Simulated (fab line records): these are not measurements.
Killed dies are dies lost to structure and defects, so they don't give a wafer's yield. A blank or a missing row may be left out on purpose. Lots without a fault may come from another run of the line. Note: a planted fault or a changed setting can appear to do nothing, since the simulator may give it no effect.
Chamber matching | flow n5_finfet | 3 sister chambers for N5_BEOL_M7_ILD_DEP_00 on pecvd-02
The step deposits SiCOH lowk from DEMS/porogen, target thk 179.75 nm, time 33.4 s. 20 wafers are shown with their chamber, then 10 later ones without.

== WAFERS WITH THEIR CHAMBER ==
wafer  | chamber | throttle_valve_pct (%) | showerhead_plenum_p_Torr (Torr) | rf_fwd_power_W (W)
L074.2 | 2       | 13.2                   | 5.710                           | 495.6
L074.5 | 0       | 14.8                   | 5.751                           | 495.1
L074.6 | 1       | 13.8                   | 5.735                           | 498.7
L075.2 | 1       | 13.5                   | 5.731                           | 499.1
L075.5 | 0       | 14.8                   | 5.735                           | 493.0
L075.6 | 1       | 13.5                   | 5.744                           | 496.5
L080.2 | 2       | 13.1                   | 5.709                           | 497.0
L080.4 | 2       | 13.5                   | 5.688                           | 496.3
L080.5 | 0       | 15.1                   | 5.733                           | 493.2
L082.1 | 2       | 13.2                   | 5.709                           | 498.0
L082.4 | 0       | 14.6                   | 5.743                           | 492.6
L082.5 | 0       | 14.7                   | 5.735                           | 492.2
L084.1 | 2       | 13.0                   | 5.699                           | 499.7
L084.2 | 0       | 14.7                   | 5.747                           | 494.4
L084.5 | 2       | 13.0                   | 5.698                           | 499.1
L088.1 | 2       | 13.4                   | 5.687                           | 496.8
L088.4 | 1       | 13.7                   | 5.731                           | 496.4
L088.5 | 2       | 13.2                   | 5.718                           | 497.2
L089.2 | 0       | 14.9                   | 5.738                           | 493.8
L089.4 | 2       | 13.4                   | 5.710                           | 497.9

SIGNATURES, as means of the wafers listed above
reading                  | chamber 0 | chamber 1 | chamber 2 | scatter within a chamber
throttle_valve_pct       | 14.800    | 13.625    | 13.222    | 0.169
showerhead_plenum_p_Torr | 5.74029   | 5.73525   | 5.70311   | 0.00878
rf_fwd_power_W           | 493.471   | 497.675   | 497.511   | 1.24
Rule: for each reading, subtract the chamber's mean from the wafer's reading, divide by that reading's scatter and square the result; add these up over the readings and take the root, which gives the wafer's distance from the chamber. The wafer belongs to the nearest chamber; if the next one is less than 2 further off, it can't be placed. The scatter: take each reading less its chamber's mean, square it, sum over the shown wafers, divide by the number of wafers less the number of chambers, and take the root.

== WAFERS MISSING THEIR CHAMBER ==
wafer  | throttle_valve_pct (%) | showerhead_plenum_p_Torr (Torr) | rf_fwd_power_W (W)
L089.6 | 13.5                   | 5.734                           | 496.8
L093.2 | 13.2                   | 5.709                           | 497.0
L093.3 | 13.6                   | 5.730                           | 495.8
L093.5 | 13.6                   | 5.738                           | 495.3
L096.2 | 13.5                   | 5.717                           | 496.7
L096.3 | 14.8                   | 5.735                           | 495.5
L096.5 | 13.4                   | 5.704                           | 495.6
L094.1 | 13.4                   | 5.695                           | 496.1
L094.4 | 13.5                   | 5.733                           | 495.0
L094.5 | 13.4                   | 5.695                           | 496.3

== WHICH CHAMBER EACH WENT THROUGH ==
wafer  | from the rows above     | in truth
L089.6 | 1                       | 1
L093.2 | 2                       | 2
L093.3 | 1                       | 1
L093.5 | 1                       | 1
L096.2 | can't be placed: 1 or 2 | 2
L096.3 | 0                       | 0
L096.5 | 2                       | 2
L094.1 | 2                       | 2
L094.4 | can't be placed: 1 or 2 | 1
L094.5 | 2                       | 2
Placed correctly: 8 of 10. These rows do not allow placing 2 (true chamber among the candidates in 2). Number placed wrongly: 0.
